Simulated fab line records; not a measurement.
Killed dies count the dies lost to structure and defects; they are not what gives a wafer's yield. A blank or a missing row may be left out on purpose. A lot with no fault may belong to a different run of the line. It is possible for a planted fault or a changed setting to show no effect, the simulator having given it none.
Split-lot trial + flow n5Finfet + 21 wafers read from 7 lots, route of 1938 steps

## ABOUT THE SPLIT
At N5_MIM_BOT_SPUTTER_00 (material TiN, target thk 35 nm, time 89.7 s), the setting powerW was moved away from the recipe's 3000 W on 5 of the 21 wafers read, by -6.8% to +16.4%. This setting was run at the recipe's value on the other wafers.

Reading taken at the split's own step.

## THE READING
TiN_of_MIM_BOT_SPUTTER_00.thkNm (the simulator's own value, which no gauge read), in nm, at N5_MIM_BOT_SPUTTER_00 (material TiN, target thk 35 nm, time 89.7 s). No usual value for it is given in the file. Average 35.1 nm, standard deviation 0.37 nm, over the 16 wafers here run with the recipe.

| wafer  | tool, chamber at the split | powerW as run, W | against the recipe | TiN_of_MIM_BOT_SPUTTER_00.thkNm, nm | against lot-mates on the recipe |
|--------|----------------------------|------------------|--------------------|-------------------------------------|---------------------------------|
| L080.1 | pvdSputter-03, -           | 2840             | -5.3%              | 33.4                                | -1.6                            |
| L080.2 | pvdSputter-03, -           | 3000             | recipe             | 34.6                                | -                               |
| L080.4 | pvdSputter-03, -           | 3000             | recipe             | 35.4                                | -                               |
| L079.2 | pvdSputter-03, -           | 3000             | recipe             | 34.8                                | -                               |
| L079.4 | pvdSputter-03, -           | 3000             | recipe             | 34.8                                | -                               |
| L079.3 | pvdSputter-03, -           | 3000             | recipe             | 35.2                                | -                               |
| L085.2 | pvdSputter-02, -           | 3000             | recipe             | 34.8                                | -                               |
| L085.4 | pvdSputter-02, -           | 3000             | recipe             | 34.4                                | -                               |
| L085.6 | pvdSputter-02, -           | 3000             | recipe             | 35                                  | -                               |
| L094.2 | pvdSputter-01, -           | 3000             | recipe             | 35.4                                | -                               |
| L094.6 | pvdSputter-01, -           | 3000             | recipe             | 35.4                                | -                               |
| L094.5 | pvdSputter-01, -           | 3000             | recipe             | 35.2                                | -                               |
| L093.2 | pvdSputter-02, -           | 3000             | recipe             | 35                                  | -                               |
| L093.3 | pvdSputter-02, -           | 2797             | -6.8%              | 32                                  | -3.0                            |
| L093.4 | pvdSputter-02, -           | 2797             | -6.8%              | 32.2                                | -2.8                            |
| L095.2 | pvdSputter-03, -           | 3000             | recipe             | 35.8                                | -                               |
| L095.4 | pvdSputter-03, -           | 3492             | +16.4%             | 40.8                                | +5.1                            |
| L095.5 | pvdSputter-03, -           | 3000             | recipe             | 35.6                                | -                               |
| L097.1 | pvdSputter-03, -           | 3000             | recipe             | 35.2                                | -                               |
| L097.3 | pvdSputter-03, -           | 3000             | recipe             | 34.8                                | -                               |
| L097.6 | pvdSputter-03, -           | 2802             | -6.6%              | 33                                  | -2.0                            |

FIT RESULTS
A straight line over all 21 wafers: TiN_of_MIM_BOT_SPUTTER_00.thkNm changes by +0.362 nm for each +1% of powerW; r = +0.97; the points scatter about the line by 0.39 nm.
The same after taking each lot's own level away (the mean of its wafers on the recipe; 21 wafers): +0.333 nm for each +1%; r = +0.98; scatter 0.3 nm.
On that fit, the largest move of powerW shifts the reading by 5.5 nm.
The lots' own levels span 34.73 to 35.70 nm, that is 2.6 times the standard deviation above.
Hence the lot-to-lot level has little effect on the slope; both slopes agree.
Check: for one of the wafers moved furthest among these (+16.4%), held out of the fit, the line's prediction against its lot-mates is +6.13 nm. It came out at +5.1 nm against them.

## FURTHER SPLITS ON THESE WAFERS
These wafers also went through other splits before the reading. Each is held against what the fit with the lots' levels taken away leaves over:
| other split on the same wafers   | wafers away from the commonest value | r with TiN_of_MIM_BOT_SPUTTER_00.thkNm (lot level and that fit taken away) |
|----------------------------------|--------------------------------------|----------------------------------------------------------------------------|
| N5_BEOL_M10_COAT_60 spinRpm      | 5                                    | +0.16                                                                      |
| N5_BEOL_M11_COAT_63 spinRpm      | 7                                    | +0.61                                                                      |
| N5_BEOL_M11_PEB_26 pebTimeS      | 5                                    | +0.12                                                                      |
| N5_BEOL_M11_ETCH_66 timeS        | 10                                   | -0.08                                                                      |
| N5_BEOL_M11_ETCH_41 timeS        | 6                                    | -0.39                                                                      |
| N5_BEOL_M12_TRENCH_ETCH_34 timeS | 5                                    | +0.02                                                                      |
| N5_BEOL_M12_SPUTTER_44 timeS     | 4                                    | -0.39                                                                      |
| N5_BEOL_M14_SPUTTER_43 powerW    | 8                                    | -0.60                                                                      |

## THE FILE'S OWN FIT
TiN_of_MIM_BOT_SPUTTER_00.thkNm changes by +0.323 nm for each +1% of powerW, r = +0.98.
